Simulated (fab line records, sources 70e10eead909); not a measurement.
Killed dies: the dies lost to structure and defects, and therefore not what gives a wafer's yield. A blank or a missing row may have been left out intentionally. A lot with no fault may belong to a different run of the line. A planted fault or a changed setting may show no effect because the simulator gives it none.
fab line records	flow nandHarc
[record] lots = 6	wafers = 17	lastDay = 24
route steps=1159 shown A_STAIRCASE@574 END@1159
lots that met no fault: taken from a fault-free run of the same line
startH: start of the lot's first displayed wafer, in hours after the record's first day	waitH: time in hours since the lot's previous step	" unchanged from the row above	L1.1+2: several wafers, shown together as one row	- value missing, or start not given	* or withheld: withheld	< > ~ a bound
route shown NAME@n: names a module that has steps shown in the file, with the first one's number in the route	usual: mean/standard deviation taken from wafers without a fault	same: alike in all rows	chamber/n: place in a boat	sites: per-site readings	_std_site: how widely they spread, as a standard deviation	_edge_site: inner sites' mean taken away from outer sites' mean	radiusMm: for every site, how far away it sits from the centre of the wafer	mask NAME#n: copy n	behind: tool/chamber where the wafer was last shaped	hold: reason for holding the lot/hours on hold/outcome of the hold	device: which transistor (n, p or np) failed to switch	end of line: the same wafers' tests at the end of the route	a step given without rows: its recipe and nothing more	killed: not the wafer's yield, but the dies lost to structure and defects at the first sort	map: a wafer's dies, x killed, . not, _ none there
set.NAME: the setting that was run; set.NAME@STEP: the one run at that earlier step	model.NAME: the simulator's own value behind a step, which no gauge read
a table for each step, a row for each wafer; lots at some steps of the route
services: a tool's chamber out of use, with start hour (startH, from the record's first day; less than 0 if before it), hours out, and reason
[[steps]]
[step NHARC_A_STAIRCASE_EBR_180]
[step NHARC_A_STAIRCASE_EXPOSE_181]
[recipe] na = 0.5	doseMj = 27.87	maskId = STAIR_2
[step NHARC_A_STAIRCASE_PEB_182]
[recipe] pebTempC = 115	pebTimeS = 130
[step NHARC_A_STAIRCASE_DEVELOP_183]
[recipe] timeS = 140
[step NHARC_A_STAIRCASE_HARDBAKE_185]
[recipe] tempC = 120	timeS = 140
[step NHARC_A_STAIRCASE_DESCUM_186]
[recipe] timeS = 3	o2FlowSccm = 200	arFlowSccm = 0	biasPowerW = 0	chemistry = O2
[usual] drypumpMotorCurrentA = 5.9/0.45	oesProductAu = 1.003/0.014	rfVppV = 57.9/0.95	showerheadPlenumPTorr = 1.93/0.088	throttleValvePct = 11.311/0.0086
lot.wafer	tool	chamber	startH	waitH	drypumpMotorCurrentA	oesProductAu	rfHoursCounterH	rfVppV	showerheadPlenumPTorr	throttleValvePct
L864.1	rieDiel-08	3	244.78	-	6.5	1.020	39	57.4	1.83	11.311
L864.2	"	0	"	"	6.2	1.011	41	56.9	1.92	11.303
L864.5	"	0	"	"	6.2	1.015	-	58.2	1.92	11.302
L869.2	rieDiel-01	0	259.08	-	5.8	0.990	39	56.9	1.77	11.309
L869.3	"	1	"	"	5.2	0.984	39	59.2	2.06	11.307
L869.4	"	3	"	"	5.1	0.989	35	57.7	2.00	11.312
L876.2	rieDiel-01	2	320.48	-	6.3	1.001	61	59.5	2.02	11.322
L876.4	"	3	"	"	5.0	1.011	55	58.8	2.00	11.316
L876.6	"	1	"	"	5.2	0.991	-	57.3	2.06	11.326
L880.4	rieDiel-01	1	335.24	-	5.2	0.996	0	58.2	2.06	11.321
L880.5	"	2	"	"	6.4	0.978	-	57.5	2.02	11.305
L881.1	rieDiel-08	3	340.65	-	6.5	1.028	12	56.7	1.82	11.303
L881.6	"	1	"	"	6.1	0.998	-	57.6	1.85	11.311
L881.5	"	2	"	"	6.2	1.020	-	58.7	1.94	11.311
L884.4	rieDiel-03	1	351.69	-	5.7	0.990	44	59.2	1.85	11.309
L884.6	"	2	"	"	5.5	0.992	-	58.6	1.96	11.311
L884.5	"	3	"	"	5.5	0.997	-	56.0	1.89	11.305
[step NHARC_A_STAIRCASE_TRIM_187]
[recipe] timeS = 211.2	o2FlowSccm = 500	arFlowSccm = 0	biasW = 0	chemistry = O2
[step NHARC_A_STAIRCASE_ETCH_188]
[recipe] targetDepthA = 1000	timeS = 40.5	ionEnergyEv = 400	c4f8FlowSccm = 20	o2FlowSccm = 10	arFlowSccm = withheld	rfW = 600	biasW = 1000	chemistry = C4F8/O2
[usual] oesProductAu = 0.942/0.018	rfVppV = 897/5.5	runLengthS = 61.6/0.53
lot.wafer	tool	chamber	startH	waitH	oesProductAu	rfHoursCounterH	rfVppV	runLengthS
L864.1	rieDiel-08	1	-	-	0.967	43	893	61.5
L864.2	"	3	"	"	0.961	39	891	61.8
L864.5	"	1	"	"	0.979	-	892	61.2
L869.4	rieDiel-01	0	-	-	0.928	39	887	61.3
L869.2	"	1	"	"	0.924	39	905	61.6
L869.3	"	3	"	"	0.927	35	902	61.2
L876.2	rieDiel-01	2	-	-	0.915	61	903	63.1
L876.4	"	3	"	"	0.922	55	899	61.2
L876.6	"	1	"	"	0.905	-	905	61.8
L880.4	rieDiel-01	2	-	-	0.906	0	902	62.6
L880.5	"	1	"	"	0.931	-	904	61.6
L881.1	rieDiel-08	2	-	-	0.957	13	898	61.6
L881.6	"	0	"	"	0.969	-	896	62.4
L881.5	"	1	"	"	0.932	-	893	61.4
L884.4	rieDiel-03	2	-	-	0.945	44	900	61.9
L884.5	"	0	"	"	0.935	-	898	61.9
L884.6	"	1	"	"	0.927	-	892	61.2
[step NHARC_A_STAIRCASE_TRIM_189]
[recipe] timeS = 211.2	o2FlowSccm = 500	arFlowSccm = 0	biasW = 0	chemistry = O2
[usual] drypumpMotorCurrentA = 5.9/0.47	oesProductAu = 1.003/0.014	rfVppV = 57.8/0.88	showerheadPlenumPTorr = 3.56/0.15	throttleValvePct = 17.037/0.0086
lot.wafer	tool	chamber	startH	waitH	drypumpMotorCurrentA	oesProductAu	rfHoursCounterH	rfVppV	showerheadPlenumPTorr	throttleValvePct
L864.2	rieDiel-08	2	-	-	6.2	0.995	41	57.4	3.60	17.034
L864.1	"	3	"	"	6.5	1.028	39	57.3	3.38	17.049
L864.5	"	2	"	"	6.2	1.008	-	58.6	3.59	17.032
L869.3	rieDiel-01	3	-	-	5.0	1.002	35	58.5	3.68	17.027
L869.2	"	0	"	"	5.9	0.992	40	55.1	3.27	17.033
L869.4	"	1	"	"	5.2	0.995	39	57.9	3.79	17.037
L876.2	rieDiel-01	0	-	-	5.8	0.991	59	57.6	3.26	17.036
L876.4	"	1	"	"	5.2	0.983	61	59.8	3.77	17.038
L876.6	"	0	"	"	5.9	0.989	-	57.9	3.26	17.041
L880.4	rieDiel-01	0	-	-	5.8	0.998	1	57.5	3.81	17.035
L880.5	"	3	"	"	5.1	0.979	-	58.1	3.67	17.043
L881.1	rieDiel-08	2	-	-	6.3	1.010	13	57.0	3.58	17.027
L881.6	"	2	"	"	6.2	1.012	-	57.5	3.58	17.050
L881.5	"	3	"	"	6.5	1.027	-	57.6	3.36	17.034
L884.4	rieDiel-03	3	-	-	5.6	0.996	45	57.2	3.48	17.029
L884.6	"	2	"	"	5.5	1.011	-	55.9	3.60	17.022
L884.5	"	3	"	"	5.6	0.993	-	57.5	3.48	17.058
[step NHARC_A_STAIRCASE_ETCH_190]
[recipe] targetDepthA = 1000	timeS = 40.5	ionEnergyEv = 400	c4f8FlowSccm = 20	o2FlowSccm = 10	arFlowSccm = withheld	rfW = 600	biasW = 1000	chemistry = C4F8/O2
[step NHARC_A_STAIRCASE_TRIM_191]
[recipe] timeS = 211.2	o2FlowSccm = 500	arFlowSccm = 0	biasW = 0	chemistry = O2
[usual] drypumpMotorCurrentA = 5.9/0.45	oesProductAu = 1.006/0.015	rfVppV = 57.9/0.84	showerheadPlenumPTorr = 3.55/0.15	throttleValvePct = 17.036/0.0096
lot.wafer	tool	chamber	startH	waitH	drypumpMotorCurrentA	oesProductAu	rfHoursCounterH	rfVppV	showerheadPlenumPTorr	throttleValvePct
L864.1	rieDiel-08	1	-	-	6.1	1.005	44	57.9	3.43	17.030
L864.2	"	2	"	"	6.3	0.999	41	57.3	3.59	17.024
L864.5	"	2	"	"	6.3	1.004	-	57.9	3.59	17.013
L869.2	rieDiel-01	0	-	-	5.9	1.008	40	57.4	3.27	17.052
L869.3	"	1	"	"	5.2	0.994	39	57.3	3.79	17.019
L869.4	"	3	"	"	5.0	1.000	35	59.3	3.68	17.032
L876.4	rieDiel-01	3	-	-	5.1	1.012	56	58.3	3.67	17.051
L876.2	"	1	"	"	5.2	0.987	61	58.3	3.77	17.025
L876.6	"	0	"	"	5.9	1.003	-	58.2	3.26	17.048
L880.4	rieDiel-01	1	-	-	5.2	1.004	1	58.2	3.77	17.051
L880.5	"	0	"	"	5.9	1.001	-	58.2	3.81	17.041
L881.1	rieDiel-08	0	-	-	6.2	1.016	12	58.6	3.52	17.039
L881.5	"	2	"	"	6.3	1.018	-	58.4	3.58	17.031
L881.6	"	3	"	"	6.5	1.030	-	56.7	3.36	17.036
L884.4	rieDiel-03	2	-	-	5.5	0.999	44	58.4	3.60	17.031
L884.6	"	2	"	"	5.5	1.007	-	58.0	3.60	17.018
L884.5	"	3	"	"	5.6	0.996	-	57.5	3.48	17.044
[step NHARC_A_STAIRCASE_ETCH_192]
[recipe] targetDepthA = 1000	timeS = 40.5	ionEnergyEv = 400	c4f8FlowSccm = 20	o2FlowSccm = 10	arFlowSccm = withheld	rfW = 600	biasW = 1000	chemistry = C4F8/O2
[usual] oesProductAu = 0.947/0.018	rfVppV = 897/5.2	runLengthS = 61.7/0.53
lot.wafer	tool	chamber	startH	waitH	oesProductAu	rfHoursCounterH	rfVppV	runLengthS
L864.2	rieDiel-08	1	245.51	-	0.936	44	893	61.7
L864.1	"	0	"	"	0.958	41	898	63.1
L864.5	"	1	"	"	0.941	-	893	61.6
L869.2	rieDiel-01	1	260.06	-	0.926	39	905	61.6
L869.3	"	2	"	"	0.933	40	902	62.6
L869.4	"	0	"	"	0.919	40	886	60.8
L876.2	rieDiel-01	1	321.27	-	0.935	61	906	62.1
L876.4	"	2	"	"	0.943	61	902	49.8
L876.6	"	3	"	"	0.939	-	902	61.5
L880.4	rieDiel-01	0	336.31	-	0.947	1	906	48.4
L880.5	"	1	"	"	0.957	-	905	61.6
L881.1	rieDiel-08	0	341.34	-	0.976	12	896	62.5
L881.5	"	0	"	"	0.973	-	895	63.0
L881.6	"	1	"	"	0.951	-	891	61.9
L884.4	rieDiel-03	1	352.50	-	0.936	45	889	61.6
L884.5	"	0	"	"	0.945	-	900	61.3
L884.6	"	1	"	"	0.922	-	893	61.2
[step NHARC_A_STAIRCASE_TRIM_193]
[recipe] timeS = 211.2	o2FlowSccm = 500	arFlowSccm = 0	biasW = 0	chemistry = O2
[usual] drypumpMotorCurrentA = 5.9/0.44	oesProductAu = 1.005/0.015	rfVppV = 58.0/0.95	showerheadPlenumPTorr = 3.56/0.14	throttleValvePct = 17.036/0.0095
lot.wafer	tool	chamber	startH	waitH	drypumpMotorCurrentA	oesProductAu	rfHoursCounterH	rfVppV	showerheadPlenumPTorr	throttleValvePct
L864.2	rieDiel-08	3	-	-	6.5	1.015	39	58.1	3.38	17.033
L864.1	"	0	"	"	6.2	1.022	41	59.4	3.54	17.042
L864.5	"	3	"	"	6.5	1.030	-	56.5	3.38	17.036
L869.2	rieDiel-01	3	-	-	5.1	1.008	35	57.5	3.68	17.025
L869.4	"	0	"	"	5.9	1.000	40	56.5	3.27	17.043
L869.3	"	1	"	"	5.2	0.995	39	58.3	3.79	17.037
L876.2	rieDiel-01	2	-	-	6.3	0.986	61	56.9	3.72	17.038
L876.4	"	3	"	"	5.1	0.999	56	56.1	3.67	17.034
L876.6	"	3	"	"	5.1	0.998	-	57.6	3.67	17.039
L880.4	rieDiel-01	1	-	-	5.2	1.002	1	59.0	3.77	17.033
L880.5	"	0	"	"	5.9	0.997	-	59.1	3.81	17.052
L881.1	rieDiel-08	0	-	-	6.2	1.017	12	57.9	3.52	17.027
L881.6	"	0	"	"	6.2	1.020	-	56.3	3.52	17.031
L881.5	"	1	"	"	6.1	1.004	-	58.4	3.41	17.041
L884.4	rieDiel-03	2	-	-	5.5	1.014	44	56.9	3.60	17.044
L884.6	"	1	"	"	5.7	0.998	-	57.9	3.42	17.036
L884.5	"	2	"	"	5.5	1.002	-	56.9	3.60	17.023
[step NHARC_END_SORT_01]
[recipe] tempC = 25
[usual] killedAtArray = 27/10	killedAtOther = 0.6/0.96	killedAtPeriphery = 3.4/2.7	killedDies = 31/10	killedOpen = 2.9/1.8	killedShort = 1.8/1.4
[same] grossDies = 677
lot.wafer	tool	chamber	startH	waitH	killedAtArray	killedAtOther	killedAtPeriphery	killedDies	killedOpen	killedShort
L864.1	prober-01	0	457.33	2.5	12	1	3	16	1	0
L864.2	prober-01	0	458.14	2.8	12	0	6	18	4	1
L864.5	prober-01	0	460.55	3.7	11	0	4	15	1	2
L869.2	prober-01	0	465.92	2.8	13	1	4	18	2	1
L869.3	prober-01	0	466.72	3.1	12	0	3	15	3	1
L869.4	prober-01	0	467.53	3.4	19	0	8	27	1	0
L876.2	prober-01	0	510.36	2.8	13	4	3	20	3	2
L876.4	prober-01	0	511.97	3.4	672	2	3	677	3	4
L876.6	prober-01	0	513.57	4.0	20	2	3	25	3	4
L880.4	prober-02	0	533.71	3.4	674	2	1	677	4	2
L881.1	prober-02	0	540.17	2.6	20	0	0	20	2	1
L881.5	prober-02	0	543.37	3.7	19	0	2	21	6	3
L881.6	prober-02	0	544.17	4.0	16	0	3	19	2	3
L884.4	prober-02	0	566.01	3.4	30	0	3	33	3	1
L884.5	prober-02	0	566.80	3.7	23	1	3	27	3	1
L884.6	prober-02	0	567.60	4.0	36	0	0	36	1	2
// killed by level:class
L864.1 A_CHANNEL_HOLE_D1:chamberFilmFlake=3 A_STAIRCASE:chamberFilmFlake=3 P_STI:chamberFilmFlake=2 A_CHANNEL_FILL_D1:chamberFilmFlake=2 A_WL_FILL:chamberFilmFlake=2 P_M0:geometricParticle:open=1 A_SGD_CUT:chamberFilmFlake=1 A_CONTACT:chamberFilmFlake=1
L864.2 A_CHANNEL_HOLE_D1:chamberFilmFlake=3 A_STAIRCASE:chamberFilmFlake=3 A_CONTACT:geometricParticle:open=2 P_STI:chamberFilmFlake=2 P_GATE:chamberFilmFlake=2 P_M0:chamberFilmFlake=2 A_CHANNEL_FILL_D1:geometricParticle:short=1 A_BLC:geometricParticle:open=1
L864.5 A_CHANNEL_HOLE_D1:chamberFilmFlake=4 A_CONTACT:chamberFilmFlake=3 P_STI:chamberFilmFlake=2 P_GATE:geometricParticle:open=1 A_ONON_D1:geometricParticle:short=1 A_CHANNEL_FILL_D1:chamberFilmFlake=1 A_CHANNEL_FILL_D1:geometricParticle:short=1 P_GATE:chamberFilmFlake=1
L869.2 A_CHANNEL_HOLE_D1:chamberFilmFlake=4 P_CONTACT:chamberFilmFlake=3 A_STAIRCASE:chamberFilmFlake=2 A_CONTACT:chamberFilmFlake=2 A_CHANNEL_FILL_D1:geometricParticle:short=1 A_CONTACT:geometricParticle:open=1 A_M0:geometricParticle:open=1 P_ZERO_WELL:chamberFilmFlake=1
L869.3 A_CHANNEL_HOLE_D1:chamberFilmFlake=5 P_CONTACT:chamberFilmFlake=2 A_STAIRCASE:chamberFilmFlake=2 P_GATE:geometricParticle:open=1 A_M1:chamberFilmFlake=1 A_CHANNEL_FILL_D1:geometricParticle:open=1 A_WL_FILL:geometricParticle:short=1 A_BLC:geometricParticle:open=1
L869.4 P_CONTACT:chamberFilmFlake=8 A_STAIRCASE:chamberFilmFlake=8 A_CONTACT:chamberFilmFlake=5 A_CHANNEL_HOLE_D1:chamberFilmFlake=4 A_BLC:geometricParticle:open=1 A_SLIT:chamberFilmFlake=1
L876.2 A_CONTACT:chamberFilmFlake=3 THIN_TSV:chamberFilmFlake=3 A_CONTACT:geometricParticle:open=2 A_CHANNEL_HOLE_D1:chamberFilmFlake=2 A_STAIRCASE:chamberFilmFlake=2 P_CONTACT:geometricParticle:open=1 A_WL_FILL:geometricParticle:short=1 A_CONTACT:geometricParticle:short=1
L876.4 A_STAIRCASE:areaEtch=661 A_CHANNEL_HOLE_D1:chamberFilmFlake=6 A_CHANNEL_FILL_D1:geometricParticle:short=2 P_STI:chamberFilmFlake=2 P_M1:geometricParticle:open=1 A_SOURCE_PLATE:geometricParticle:short=1 A_M0:geometricParticle:short=1 A_M0:geometricParticle:open=1
L876.6 A_CHANNEL_HOLE_D1:chamberFilmFlake=7 A_ZERO_WELL:chamberFilmFlake=3 P_STI:chamberFilmFlake=2 A_CONTACT:chamberFilmFlake=2 P_STI:geometricParticle:short=1 A_ONON_D1:geometricParticle:short=1 A_CHANNEL_FILL_D1:geometricParticle:open=1 A_SGD_CUT:geometricParticle:short=1
L880.4 A_STAIRCASE:areaEtch=652 A_CHANNEL_HOLE_D1:chamberFilmFlake=10 A_CONTACT:geometricParticle:open=3 A_CONTACT:chamberFilmFlake=3 A_WL_FILL:chamberFilmFlake=2 THIN_TSV:chamberFilmFlake=2 A_ONON_D1:geometricParticle:short=1 A_WL_FILL:geometricParticle:open=1
L881.1 A_CHANNEL_HOLE_D1:chamberFilmFlake=10 A_SLIT:chamberFilmFlake=3 A_CONTACT:chamberFilmFlake=2 A_CONTACT:geometricParticle:open=1 A_CONTACT:geometricParticle:short=1 A_M0:geometricParticle:open=1 A_STAIRCASE:chamberFilmFlake=1 A_BONDPAD:chamberFilmFlake=1
L881.5 A_SLIT:chamberFilmFlake=5 A_CONTACT:chamberFilmFlake=3 A_WL_FILL:geometricParticle:short=2 P_CONTACT:geometricParticle:open=1 A_ONON_D1:geometricParticle:open=1 A_ONON_D1:geometricParticle:short=1 A_CHANNEL_HOLE_D1:geometricParticle:open=1 A_SGD_CUT:geometricParticle:open=1
L881.6 A_CHANNEL_HOLE_D1:chamberFilmFlake=6 A_CONTACT:chamberFilmFlake=4 P_CONTACT:geometricParticle:short=2 A_SLIT:chamberFilmFlake=2 A_SGD_CUT:geometricParticle:short=1 A_CONTACT:geometricParticle:open=1 A_BLC:geometricParticle:open=1 P_STI:chamberFilmFlake=1
L884.4 A_SLIT:chamberFilmFlake=13 A_CHANNEL_HOLE_D1:chamberFilmFlake=7 P_GATE:chamberFilmFlake=2 A_STAIRCASE:chamberFilmFlake=2 A_SGD_CUT:chamberFilmFlake=2 P_M1:geometricParticle:open=1 A_CONTACT:geometricParticle:open=1 A_BLC:geometricParticle:open=1
L884.5 A_SLIT:chamberFilmFlake=11 A_CHANNEL_HOLE_D1:chamberFilmFlake=5 A_CONTACT:geometricParticle:open=2 P_M1:geometricParticle:open=1 STARTING-WAFER:geometricParticle:short=1 P_ZERO_WELL:chamberFilmFlake=1 P_GATE:chamberFilmFlake=1 A_ZERO_WELL:chamberFilmFlake=1
L884.6 A_SLIT:chamberFilmFlake=17 A_CHANNEL_HOLE_D1:chamberFilmFlake=9 A_SGD_CUT:chamberFilmFlake=3 A_WL_FILL:chamberFilmFlake=2 A_SOURCE_PLATE:geometricParticle:open=1 A_WL_FILL:geometricParticle:short=1 A_CONTACT:geometricParticle:short=1 A_CONTACT:chamberFilmFlake=1
// map L876.4 (x killed, . not)
____________x____________
_________xxxxxxx_________
_______xxxxxxxxxxx_______
______xxxxxxxxxxxxx______
_____xxxxxxxxxxxxxxx_____
____xxxxxxxxxxxxxxxxx____
____xxxxxxxxxxxxxxxxx____
___xxxxxxxxxxxxxxxxxxx___
___xxxxxxxxxxxxxxxxxxx___
__xxxxxxxxxxxxxxxxxxxxx__
__xxxxxxxxxxxxxxxxxxxxx__
_xxxxxxxxxxxxxxxxxxxxxxx_
_xxxxxxxxxxxxxxxxxxxxxxx_
_xxxxxxxxxxxxxxxxxxxxxxx_
_xxxxxxxxxxxxxxxxxxxxxxx_
_xxxxxxxxxxxxxxxxxxxxxxx_
xxxxxxxxxxxxxxxxxxxxxxxxx
xxxxxxxxxxxxxxxxxxxxxxxxx
xxxxxxxxxxxxxxxxxxxxxxxxx
xxxxxxxxxxxxxxxxxxxxxxxxx
xxxxxxxxxxxxxxxxxxxxxxxxx
_xxxxxxxxxxxxxxxxxxxxxxx_
_xxxxxxxxxxxxxxxxxxxxxxx_
_xxxxxxxxxxxxxxxxxxxxxxx_
_xxxxxxxxxxxxxxxxxxxxxxx_
_xxxxxxxxxxxxxxxxxxxxxxx_
__xxxxxxxxxxxxxxxxxxxxx__
__xxxxxxxxxxxxxxxxxxxxx__
___xxxxxxxxxxxxxxxxxxx___
___xxxxxxxxxxxxxxxxxxx___
____xxxxxxxxxxxxxxxxx____
____xxxxxxxxxxxxxxxxx____
_____xxxxxxxxxxxxxxx_____
______xxxxxxxxxxxxx______
_______xxxxxxxxxxx_______
_________xxxxxxx_________
____________x____________
// map L880.4 (x killed, . not)
____________x____________
_________xxxxxxx_________
_______xxxxxxxxxxx_______
______xxxxxxxxxxxxx______
_____xxxxxxxxxxxxxxx_____
____xxxxxxxxxxxxxxxxx____
____xxxxxxxxxxxxxxxxx____
___xxxxxxxxxxxxxxxxxxx___
___xxxxxxxxxxxxxxxxxxx___
__xxxxxxxxxxxxxxxxxxxxx__
__xxxxxxxxxxxxxxxxxxxxx__
_xxxxxxxxxxxxxxxxxxxxxxx_
_xxxxxxxxxxxxxxxxxxxxxxx_
_xxxxxxxxxxxxxxxxxxxxxxx_
_xxxxxxxxxxxxxxxxxxxxxxx_
_xxxxxxxxxxxxxxxxxxxxxxx_
xxxxxxxxxxxxxxxxxxxxxxxxx
xxxxxxxxxxxxxxxxxxxxxxxxx
xxxxxxxxxxxxxxxxxxxxxxxxx
xxxxxxxxxxxxxxxxxxxxxxxxx
xxxxxxxxxxxxxxxxxxxxxxxxx
_xxxxxxxxxxxxxxxxxxxxxxx_
_xxxxxxxxxxxxxxxxxxxxxxx_
_xxxxxxxxxxxxxxxxxxxxxxx_
_xxxxxxxxxxxxxxxxxxxxxxx_
_xxxxxxxxxxxxxxxxxxxxxxx_
__xxxxxxxxxxxxxxxxxxxxx__
__xxxxxxxxxxxxxxxxxxxxx__
___xxxxxxxxxxxxxxxxxxx___
___xxxxxxxxxxxxxxxxxxx___
____xxxxxxxxxxxxxxxxx____
____xxxxxxxxxxxxxxxxx____
_____xxxxxxxxxxxxxxx_____
______xxxxxxxxxxxxx______
_______xxxxxxxxxxx_______
_________xxxxxxx_________
____________x____________
[[services]]
tool	chamber	startH	hours	kind
rieDiel-01	0	228.95	-	clean
rieDiel-01	1	228.95	-	clean
rieDiel-01	2	228.95	-	clean
rieDiel-01	3	228.95	-	clean
rieDiel-01	0	253.45	-	clean
rieDiel-01	1	253.45	-	clean
rieDiel-01	2	253.45	-	clean
rieDiel-01	3	253.45	-	clean
rieDiel-01	0	264.34	4.4	repair
rieDiel-08	3	265.31	3.5	repair
rieDiel-01	0	277.95	-	clean
rieDiel-01	1	277.95	-	clean
rieDiel-01	2	277.95	-	clean
rieDiel-01	3	277.95	-	clean
rieDiel-08	-	301.80	9.0	pm
rieDiel-01	0	302.45	-	clean
rieDiel-01	1	302.45	-	clean
rieDiel-01	2	302.45	-	clean
rieDiel-01	3	302.45	-	clean
rieDiel-01	-	323.45	9.0	pm
rieDiel-01	0	323.45	9.0	ventCycle
rieDiel-01	1	323.45	9.0	ventCycle
rieDiel-01	2	323.45	9.0	ventCycle
rieDiel-01	3	323.45	9.0	ventCycle
[[key]]
[firstSign] step = NHARC_A_STAIRCASE_ETCH_192	reading = runLengthS	direction = down	sigmas = 24	usual = *	struck = *
[effect] step = NHARC_END_SORT_01	reading = killedDies	direction = up	sigmas = 65	usual = 31	struck = 677
[moreKillsBornAt] NHARC_A_STAIRCASE_ETCH_192@rieDiel-01 = 1313
metAt NHARC_A_STAIRCASE_ETCH_192
struckWafers L876.4,L880.4
laterRowsLeftOut L876.4,L880.4
testerLeftOut L876,L880
onsetBetween 260.06 321.27
[fault] kind = processParameterDrift	tool = rieDiel-01	chamber = -	onsetH = 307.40	steps = NHARC_A_STAIRCASE_ETCH_192	channel = timeS	offset = *	shape = step	endH = 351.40	scope = struckWafersOnly	actsIn = *	stated = *
// testerLeftOut: of these lots the tester's yield and bins aren't shown, on N5 and GAA mostly nor the transistor test; their killed dies are dies lost to structure and defects alone, not to doping, threshold or leakage, so they don't give the yield
// laterRowsLeftOut: the simulator's readings of these wafers behind a module that went badly wrong aren't trusted and aren't shown, but for the sort
